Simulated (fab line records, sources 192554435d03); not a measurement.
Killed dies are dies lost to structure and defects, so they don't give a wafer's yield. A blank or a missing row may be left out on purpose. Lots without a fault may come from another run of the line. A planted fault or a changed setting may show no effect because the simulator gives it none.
fab line records | flow n5_finfet | part 1 of 2: steps 1 to 23 of 35
record lots=5 wafers=15 last_day=18
route steps=1938 shown BEOL_M9@1468 BEOL_M10@1470
lots that met no fault: from a run of the same line without faults
start_h: hours from the record's first day to the start of the lot's first wafer shown | wait_h: hours since the lot's step before | " the same as in the row above | L1.1+2: a row that stands for several wafers | - no value, or no start given | * or withheld: withheld | < > ~ a bound
route shown NAME@n: a module of which the file shows steps, and the number in the route of the first | usual: mean/standard deviation of fault-free wafers | same: alike in all rows | chamber/n: place in a boat | sites: the reading at each site | _std_site: their standard deviation | _edge_site: outer sites' mean less inner sites' | radius_mm: how far each site lies from the wafer's centre | mask NAME#n: copy n | behind: the tool/chamber that last shaped the wafer | hold: why the lot was held/for how many hours/how that ended | device: the transistor (n, p or np) that didn't switch | end of line: the same wafers' tests at the end of the route | a step without rows: its recipe alone | killed: dies lost to structure and defects at the first sort, not the wafer's yield | map: a wafer's dies, x killed, . not, _ none there
set.NAME: the setting as run; set.NAME@STEP: as run at that earlier step | model.NAME: the simulator's own value behind a step, which no gauge read
lots at some steps of the route; a table a step, a row a wafer
services: from which hour (start_h, from the record's first day; less than 0 if before it) a tool's chamber was out of use, for how many hours, and why
## steps
# step N5_BEOL_M9_RS_MEAS_57
# recipe thk_meas_gauge=four-point-probe reads=Cu_of_BEOL_M9_ECD_50+Co_of_BEOL_M9_CVD_78+TaN_of_BEOL_M9_ALD_74
# usual M9_RS=0.151/0.0037
# columns lot.wafer tool chamber start_h wait_h M9_RS[ohm/sq]
L078.1 film_metro-02 - 240.32 0.1 0.147
L078.2 " - " " 0.151
L078.4 " - " " 0.153
L091.1 film_metro-02 - 333.05 0.1 0.148
L091.3 " - " " 0.153
L091.6 " - " " 0.147
L096.1 film_metro-01 - 369.92 0.1 0.150
L096.3 " - " " 0.150
L096.5 " - " " 0.152
L092.3 film_metro-01 - 372.47 0.1 0.148
L092.4 " - " " 0.150
L092.6 " - " " 0.152
L095.1 film_metro-02 - 376.56 0.1 0.153
L095.4 " - " " 0.146
L095.6 " - " " 0.148
# step N5_BEOL_M9_INSPECT_58
# recipe inspect_instrument=darkfield mode=post_dep
# usual raw_defect_count=67/23
# columns lot.wafer tool chamber start_h wait_h raw_defect_count
L078.1 defect_inspect-02 - 240.35 0.0 79
L078.2 " - " " 104
L078.4 " - " " 75
L091.1 defect_inspect-01 - 333.07 0.0 70
L091.3 " - " " 82
L091.6 " - " " 165
L096.1 defect_inspect-02 - 369.94 0.0 83
L096.3 " - " " 48
L096.5 " - " " 40
L092.3 defect_inspect-02 - 372.49 0.0 49
L092.4 " - " " 69
L092.6 " - " " 69
L095.1 defect_inspect-02 - 376.58 0.0 52
L095.4 " - " " 56
L095.6 " - " " 82
# step N5_BEOL_M10_ILD_DEP_00
# recipe material=SiCOH_lowk target_thk_a=3085.1 temp_c=300 precursor=DEMS/porogen pressure_torr=5 rf_w=500 time_s=58
# usual heater_power_w=307/48 showerhead_plenum_p_Torr=5.744/0.014 throttle_valve_pct=13.6/0.69
# columns lot.wafer tool chamber start_h wait_h heater_power_w showerhead_plenum_p_Torr throttle_valve_pct
L078.1 pecvd-04 0 240.39 0.0 280 5.759 13.4
L078.2 " 1 " " 386 5.753 14.1
L078.4 " 1 " " 377 5.743 14.2
L091.1 pecvd-04 1 333.11 0.0 379 5.748 14.3
L091.3 " 2 " " 305 5.757 13.0
L091.6 " 2 " " 324 5.744 13.2
L096.1 pecvd-04 1 369.98 0.0 387 5.752 14.1
L096.3 " 0 " " 327 5.773 13.2
L096.5 " 1 " " 386 5.746 14.4
L092.3 pecvd-04 1 372.53 0.0 340 5.746 14.1
L092.4 " 2 " " 318 5.745 13.1
L092.6 " 0 " " 287 5.769 13.0
L095.1 pecvd-01 2 376.62 0.0 288 5.744 12.9
L095.4 " 2 " " 290 5.745 12.9
L095.6 " 1 " " 368 5.731 14.6
# step N5_BEOL_M10_CURE_71
# recipe temp_c=385 time_s=240 ambient=He/Ar material=SiCOH_lowk
# usual lamp_power_pct=52.31/0.052 wafer_temp_C_max=387.1/0.83
# columns lot.wafer tool chamber start_h wait_h lamp_power_pct wafer_temp_C_max
L078.1 uv_cure-02 0 240.49 0.1 52.30 388.0
L078.2 " 0 " " 52.34 387.3
L078.4 " 0 " " 52.33 387.8
L091.1 uv_cure-03 2 333.19 0.0 52.34 387.6
L091.3 " 2 " " 52.25 387.1
L091.6 " 2 " " 52.28 387.5
L096.1 uv_cure-02 2 370.06 0.0 52.42 387.2
L096.3 " 2 " " 52.32 386.7
L096.5 " 2 " " 52.40 386.5
L092.3 uv_cure-03 1 372.77 0.2 52.29 386.5
L092.4 " 1 " " 52.29 386.7
L092.6 " 1 " " 52.39 386.8
L095.1 uv_cure-01 1 376.73 0.1 52.33 387.1
L095.4 " 1 " " 52.21 387.2
L095.6 " 1 " " 52.33 388.6
# step N5_BEOL_M10_THK_MEAS_01
# recipe reads=SiCOH_lowk_of_BEOL_M10_ILD_DEP_00
# usual M10_ILD_THK=269/3.9
# columns lot.wafer tool chamber start_h wait_h M10_ILD_THK[nm]
L078.1 film_metro-01 - 241.00 0.4 265
L078.2 " - " " 266
L078.4 " - " " 270
L091.1 film_metro-02 - 333.70 0.4 265
L091.3 " - " " 263
L091.6 " - " " 266
L096.1 film_metro-01 - 370.57 0.4 270
L096.3 " - " " 270
L096.5 " - " " 272
L092.3 film_metro-02 - 373.12 0.3 271
L092.4 " - " " 273
L092.6 " - " " 277
L095.1 film_metro-01 - 377.24 0.4 267
L095.4 " - " " 273
L095.6 " - " " 274
# step N5_BEOL_M10_PECVD_70
# recipe material=SiO2 target_thk_a=200 temp_c=400 precursor=TEOS/O2 pressure_torr=5.5 rf_w=450 teos_flow_sccm=53.8 gas=O2 flow_sccm=3000 time_s=22.7
# usual heater_power_w=730/86 showerhead_plenum_p_Torr=8.81/0.045 throttle_valve_pct=22.0/1.1
# columns lot.wafer tool chamber start_h wait_h heater_power_w showerhead_plenum_p_Torr throttle_valve_pct
L078.1 pecvd-04 1 241.04 0.0 846 8.83 22.7
L078.2 " 0 " " 732 8.89 21.5
L078.4 " 0 " " 732 8.89 21.3
L091.1 pecvd-01 2 333.74 0.0 736 8.79 21.0
L091.3 " 0 " " 705 8.85 22.2
L091.6 " 2 " " 726 8.79 20.9
L096.1 pecvd-01 2 370.61 0.0 735 8.79 21.3
L096.3 " 0 " " 675 8.82 22.1
L096.5 " 2 " " 696 8.82 21.0
L092.3 pecvd-01 2 373.16 0.0 717 8.78 21.1
L092.4 " 0 " " 687 8.82 22.1
L092.6 " 2 " " 713 8.80 20.9
L095.1 pecvd-02 0 377.28 0.0 582 8.75 23.3
L095.4 " 2 " " 755 8.88 20.4
L095.6 " 1 " " 546 8.69 22.2
# step N5_BEOL_M10_HM_DEP_02
# recipe material=TiN target_thk_a=200 temp_c=25 chamber_pressure_pa=0.49996
# usual throttle_valve_pct=30.1/0.99
# columns lot.wafer tool chamber start_h wait_h throttle_valve_pct
L078.1 pvd_sputter-03 - 241.41 0.3 29.3
L078.2 " - " " 29.6
L078.4 " - " " 30.3
L091.1 pvd_sputter-02 - 336.01 2.3 29.4
L091.3 " - " " 31.8
L091.6 " - " " 31.7
L096.1 pvd_sputter-02 - 371.27 0.6 32.0
L096.3 " - " " 29.3
L096.5 " - " " 30.0
L092.3 pvd_sputter-02 - 373.99 0.8 29.1
L092.4 " - " " 30.3
L092.6 " - " " 31.9
L095.1 pvd_sputter-02 - 377.73 0.4 29.2
L095.4 " - " " 30.5
L095.6 " - " " 30.2
# step N5_BEOL_M10_COAT_59
# recipe resist=SOC temp_c=250 time_s=60 spin_rpm=1500 resist_thk_nm=100
# columns lot.wafer tool chamber start_h wait_h
L078.1+2+4 litho_track-04 0 241.53 0.1
L091.1+3+6 litho_track-05 0 336.14 0.1
L096.1+3+5 litho_track-05 0 371.39 0.1
L092.3+4+6 litho_track-05 0 374.11 0.1
L095.1+4+6 litho_track-01 0 377.85 0.1
# step N5_BEOL_M10_COAT_60
# recipe resist=SiARC temp_c=220 time_s=60 spin_rpm=1500 resist_thk_nm=30
# columns lot.wafer tool chamber start_h wait_h
L078.1+2+4 litho_track-04 0 - -
L091.1+3+6 litho_track-05 0 - -
L096.1+3+5 litho_track-05 0 - -
L092.3+4+6 litho_track-05 0 - -
L095.1+4+6 litho_track-01 0 - -
# step N5_BEOL_M10_COAT_05
# recipe resist=CAR-ArF spin_rpm=1500 resist_thk_nm=90
# columns lot.wafer tool chamber start_h wait_h
L078.1+2+4 litho_track-04 0 - -
L091.1+3+6 litho_track-05 0 - -
L096.1+3+5 litho_track-05 0 - -
L092.3+4+6 litho_track-05 0 - -
L095.1+4+6 litho_track-01 0 - -
# step N5_BEOL_M10_EBR_07
# recipe solvent=PGMEA ebr_width_mm=1.5
# same ebr_width_mm=1.5
# columns lot.wafer tool chamber start_h wait_h
L078.1+2+4 litho_track-04 0 - -
L091.1+3+6 litho_track-05 0 - -
L096.1+3+5 litho_track-05 0 - -
L092.3+4+6 litho_track-05 0 - -
L095.1+4+6 litho_track-01 0 - -
# step N5_BEOL_M10_SOFTBAKE_06
# recipe temp_c=110 time_s=60 resist=CAR-ArF
# columns lot.wafer tool chamber start_h wait_h
L078.1+2+4 litho_track-04 0 - -
L091.1+3+6 litho_track-05 0 - -
L096.1+3+5 litho_track-05 0 - -
L092.3+4+6 litho_track-05 0 - -
L095.1+4+6 litho_track-01 0 - -
# step N5_BEOL_M10_EXPOSE_08
# recipe mask_id=M10 na=1.35 source_shape=dipole sigma_inner=0.411 sigma_outer=0.611 polarization=te dose_mj=53.75
# usual stage_vel_mm_s=500.02/0.26
# same na=1.35
# columns lot.wafer tool chamber start_h wait_h mask stage_vel_mm_s
L078.1 arfi_scanner-01 0 241.77 - M10#0 500.20
L078.2 " 0 " " M10#0 499.75
L078.4 " 0 " " M10#0 499.92
L091.1 arfi_scanner-01 0 336.38 - M10#0 500.21
L091.3 " 0 " " M10#0 500.20
L091.6 " 0 " " M10#0 500.11
L096.1 arfi_scanner-01 0 371.64 - M10#0 500.47
L096.3 " 0 " " M10#0 500.10
L096.5 " 0 " " M10#0 500.03
L092.3 arfi_scanner-02 0 374.37 - M10#0 499.83
L092.4 " 0 " " M10#0 500.07
L092.6 " 0 " " M10#0 499.88
L095.1 arfi_scanner-03 0 378.10 - M10#0 500.03
L095.4 " 0 " " M10#0 499.95
L095.6 " 0 " " M10#0 499.99
# step N5_BEOL_M10_PEB_09
# recipe peb_temp_c=withheld peb_time_s=60 resist=CAR-ArF
# same peb_time_s=60
# columns lot.wafer tool chamber start_h wait_h
L078.1+2+4 litho_track-01 0 241.83 0.1
L091.1+3+6 litho_track-01 0 336.44 0.1
L096.1+3+5 litho_track-05 0 371.70 0.1
L092.3+4+6 litho_track-01 0 374.42 0.0
L095.1+4+6 litho_track-05 0 378.16 0.1
# step N5_BEOL_M10_DEVELOP_10
# recipe develop_time_s=30 developer=TMAH resist=CAR-ArF rinse_liquid=diw dry=air_spin dev_temp_c=23
# columns lot.wafer tool chamber start_h wait_h
L078.1+2+4 litho_track-01 0 - -
L091.1+3+6 litho_track-01 0 - -
L096.1+3+5 litho_track-05 0 - -
L092.3+4+6 litho_track-01 0 - -
L095.1+4+6 litho_track-05 0 - -
# step N5_BEOL_M10_CD_MEAS_11
# recipe target_cd_nm=64.1 landing_energy_ev=500 detector=se_inlens polarity=opening
# usual cd_nm=64.0/0.6
# columns lot.wafer tool chamber start_h wait_h cd_nm
L078.1 cd_sem-02 0 241.90 - 64.3
L078.2 " 0 " " 65.2
L078.4 " 0 " " 64.0
L091.1 cd_sem-02 0 336.51 - 64.2
L091.3 " 0 " " 64.3
L091.6 " 0 " " 64.7
L096.1 cd_sem-01 0 371.76 - 63.7
L096.3 " 0 " " 63.1
L096.5 " 0 " " 62.5
L092.3 cd_sem-03 0 374.49 - 63.7
L092.4 " 0 " " 64.4
L092.6 " 0 " " 64.1
L095.1 cd_sem-03 0 378.22 - 64.1
L095.4 " 0 " " 63.3
L095.6 " 0 " " 63.2
# step N5_BEOL_M10_OVL_MEAS_12
# recipe points_per_wafer=44
# usual M10_OVL=0.4/0.59
# columns lot.wafer tool chamber start_h wait_h M10_OVL[nm]
L078.1 overlay-02 0 241.93 0.0 -0.2
L078.2 " 0 " " -0.1
L078.4 " 0 " " 0.1
L091.1 overlay-01 0 336.54 0.0 0.6
L091.3 " 0 " " 0.5
L091.6 " 0 " " 0.6
L096.1 overlay-02 0 371.79 0.0 -0.5
L096.3 " 0 " " 1.8
L096.5 " 0 " " -0.2
L092.3 overlay-01 0 374.52 0.0 0.7
L092.4 " 0 " " 1.1
L092.6 " 0 " " 1.4
L095.1 overlay-02 0 378.25 0.0 0.9
L095.4 " 0 " " 0.5
L095.6 " 0 " " 0.7
# step N5_BEOL_M10_INSPECT_13
# recipe mode=adi inspect_instrument=brightfield
# usual raw_defect_count=401/100
# columns lot.wafer tool chamber start_h wait_h raw_defect_count
L078.1 defect_inspect-01 - 241.96 0.0 383
L078.2 " - " " 435
L078.4 " - " " 313
L091.1 defect_inspect-02 - 336.56 0.0 338
L091.3 " - " " 367
L091.6 " - " " 593
L096.1 defect_inspect-01 - 371.82 0.0 305
L096.3 " - " " 282
L096.5 " - " " 331
L092.3 defect_inspect-02 - 374.54 0.0 671
L092.4 " - " " 485
L092.6 " - " " 452
L095.1 defect_inspect-01 - 378.28 0.0 316
L095.4 " - " " 398
L095.6 " - " " 524
# step N5_BEOL_M10_DESCUM_16
# recipe chemistry=O2 time_s=7.9 source_power_w=50 bias_power_w=20 pressure_mtorr=20 rf_frequency_hz=2.712e+07 temp_c=40 resist=CAR-ArF o2_flow_sccm=225
# usual drypump_motor_current_A=5.6/0.46 oes_product_au=0.77/0.067 rf_vpp_V=242.7/1.4 showerhead_plenum_p_Torr=2.06/0.077 throttle_valve_pct=20.38/0.13
# columns lot.wafer tool chamber start_h wait_h drypump_motor_current_A oes_product_au rf_hours_counter_h rf_vpp_V showerhead_plenum_p_Torr throttle_valve_pct
L078.1 rie_diel-04 0 242.22 0.3 6.1 0.83 64 242.0 2.02 20.23
L078.2 " 2 " " 4.7 0.84 68 242.0 2.12 20.18
L078.4 " 3 " " 5.5 0.82 70 243.5 2.12 20.43
L091.1 rie_diel-02 2 336.59 0.0 5.7 0.82 99 243.4 2.00 20.48
L091.3 " 0 " " 5.2 0.66 246 241.6 2.05 20.46
L091.6 " 0 " " 5.2 0.67 - 243.7 2.05 20.46
L096.1 rie_diel-02 3 371.90 0.1 5.9 0.71 201 243.9 2.17 20.22
L096.3 " 2 " " 5.7 0.81 113 241.7 2.00 20.50
L096.5 " 1 " " 6.2 0.70 - 240.1 1.97 20.48
L092.3 rie_diel-01 0 374.57 0.0 6.2 0.76 136 240.7 2.00 20.44
L092.4 " 2 " " 5.6 0.73 187 243.0 2.09 20.53
L092.6 " 3 " " 6.2 0.73 - 240.6 2.00 20.49
L095.1 rie_diel-02 0 378.31 0.0 5.2 0.98 1 242.9 2.04 20.25
L095.4 " 1 " " 6.1 0.71 211 242.0 1.97 20.51
L095.6 " 0 " " 5.2 0.98 - 242.0 2.04 20.21
# step N5_BEOL_M10_ETCH_61
# recipe chemistry=CF4 target=SiARC target_depth_a=390 mask_material=CAR-ArF time_s=65 ion_energy_ev=80 pressure_mtorr=40 source_w=545 bias_w=36 Ar_flow_sccm=100 cf4_flow_sccm=100 ends=cleared
# usual drypump_motor_current_A=5.6/0.46 etch_rf_on_time_s=65.2/1.1 oes_product_au=0.66/0.058 rf_vpp_V=183.8/1.2 showerhead_plenum_p_Torr=2.12/0.064 throttle_valve_pct=15.63/0.16
# columns lot.wafer tool chamber start_h wait_h drypump_motor_current_A etch_rf_on_time_s oes_product_au rf_hours_counter_h rf_vpp_V showerhead_plenum_p_Torr throttle_valve_pct
L078.1 rie_diel-04 0 242.25 0.0 6.1 64.3 0.72 64 183.4 2.11 15.63
L078.2 " 2 " " 4.7 66.3 0.72 68 183.1 2.17 15.37
L078.4 " 3 " " 5.5 66.8 0.70 70 184.4 2.18 15.61
L091.1 rie_diel-02 2 336.63 0.0 5.7 62.7 0.71 99 183.5 2.08 15.77
L091.3 " 0 " " 5.2 66.8 0.57 246 184.4 2.12 15.89
L091.6 " 0 " " 5.2 66.2 0.57 - 183.3 2.12 15.87
L096.1 rie_diel-02 3 371.93 0.0 5.9 66.5 0.60 201 185.2 2.21 15.45
L096.3 " 2 " " 5.7 64.8 0.68 113 183.0 2.08 15.80
L096.5 " 1 " " 6.1 66.7 0.60 - 181.8 2.04 15.85
L092.3 rie_diel-01 0 374.61 0.0 6.3 64.3 0.66 136 183.8 2.07 15.78
L092.4 " 2 " " 5.6 66.5 0.60 187 183.9 2.13 15.69
L092.6 " 3 " " 6.2 67.1 0.61 - 182.2 2.05 15.65
L095.1 rie_diel-02 0 378.35 0.0 5.2 63.6 0.84 1 184.9 2.12 15.44
L095.4 " 1 " " 6.2 65.5 0.60 211 183.9 2.04 15.86
L095.6 " 0 " " 5.3 64.4 0.83 - 183.0 2.12 15.43
# step N5_BEOL_M10_ETCH_62
# recipe chemistry=N2/H2 target=SOC target_depth_a=1100 overetch_a=220 mask_material=SiARC temp_c=40 time_s=165 ion_energy_ev=200 pressure_mtorr=30 source_w=840 bias_w=150 n2_flow_sccm=200 h2_flow_sccm=200
# usual drypump_motor_current_A=5.7/0.46 oes_product_au=0.66/0.054 rf_vpp_V=523.1/2.4 showerhead_plenum_p_Torr=2.51/0.083 throttle_valve_pct=17.84/0.23
# columns lot.wafer tool chamber start_h wait_h drypump_motor_current_A oes_product_au rf_hours_counter_h rf_vpp_V showerhead_plenum_p_Torr throttle_valve_pct
L078.1 rie_diel-04 0 242.30 0.0 6.2 0.71 64 522.0 2.46 17.67
L078.2 " 2 " " 4.7 0.72 68 525.5 2.58 17.58
L078.4 " 3 " " 5.5 0.69 70 524.2 2.56 17.63
L091.1 rie_diel-02 2 336.68 0.0 5.7 0.69 99 520.7 2.47 18.26
L091.3 " 0 " " 5.2 0.58 246 522.7 2.50 18.08
L091.6 " 0 " " 5.3 0.57 - 523.7 2.50 18.07
L096.1 rie_diel-02 3 371.98 0.0 5.9 0.61 201 525.8 2.63 17.63
L096.3 " 2 " " 5.7 0.67 113 521.8 2.47 18.30
L096.5 " 1 " " 6.1 0.60 - 520.0 2.40 17.86
L092.3 rie_diel-01 0 374.66 0.0 6.2 0.65 136 521.6 2.43 17.79
L092.4 " 2 " " 5.7 0.61 187 523.2 2.54 18.04
L092.6 " 3 " " 6.2 0.62 - 521.2 2.43 17.82
L095.1 rie_diel-02 0 378.40 0.0 5.2 0.83 1 522.8 2.50 17.74
L095.4 " 1 " " 6.1 0.60 211 520.4 2.40 17.88
L095.6 " 0 " " 5.2 0.83 - 522.7 2.50 17.73
# step N5_BEOL_M10_STRIP_68
# recipe chemistry=N2/H2 temp_c=40 n2_flow_sccm=200 h2_flow_sccm=200 rf_frequency_hz=6e+07
# columns lot.wafer tool chamber start_h wait_h
L078.1+2+4 rie_diel-04 0,2,3 242.44 0.1
L091.1+3+6 rie_diel-02 2,0,0 336.81 0.1
L096.1+3+5 rie_diel-02 3,2,1 372.12 0.1
L092.3+4+6 rie_diel-01 0,2,3 374.79 0.1
L095.1+4+6 rie_diel-02 0,1,0 378.53 0.1
# step N5_BEOL_M10_STRIP_67
# recipe chemistry=CF4 resist=SiARC power_w=300 bias_power_w=75 pressure_mtorr=50 cf4_flow_sccm=150 rf_frequency_hz=6e+07
# usual drypump_motor_current_A=5.6/0.46 oes_product_au=0.77/0.064 rf_vpp_V=270.7/1.5 showerhead_plenum_p_Torr=1.78/0.051 throttle_valve_pct=13.59/0.17
# columns lot.wafer tool chamber start_h wait_h drypump_motor_current_A oes_product_au rf_hours_counter_h rf_vpp_V showerhead_plenum_p_Torr throttle_valve_pct
L078.1 rie_diel-04 0 242.45 0.0 6.1 0.83 64 270.1 1.77 13.56
L078.2 " 2 " " 4.7 0.84 68 270.9 1.82 13.35
L078.4 " 3 " " 5.5 0.83 70 272.6 1.82 13.52
L091.1 rie_diel-02 2 336.82 0.0 5.7 0.81 99 271.9 1.74 13.70
L091.3 " 0 " " 5.2 0.67 246 269.7 1.77 13.87
L091.6 " 0 " " 5.2 0.67 - 271.8 1.77 13.87
L096.1 rie_diel-02 3 372.13 0.0 5.9 0.71 201 272.5 1.85 13.43
L096.3 " 2 " " 5.7 0.80 113 269.4 1.74 13.74
L096.5 " 1 " " 6.2 0.70 - 270.3 1.71 13.83
L092.3 rie_diel-01 0 374.80 0.0 6.2 0.76 136 269.3 1.74 13.78
L092.4 " 2 " " 5.7 0.72 187 271.7 1.78 13.67
L092.6 " 3 " " 6.2 0.73 - 268.1 1.71 13.62
L095.1 rie_diel-02 0 378.54 0.0 5.2 0.98 1 269.9 1.77 13.33
L095.4 " 1 " " 6.1 0.70 211 269.4 1.71 13.86
L095.6 " 0 " " 5.2 0.98 - 269.2 1.77 13.33
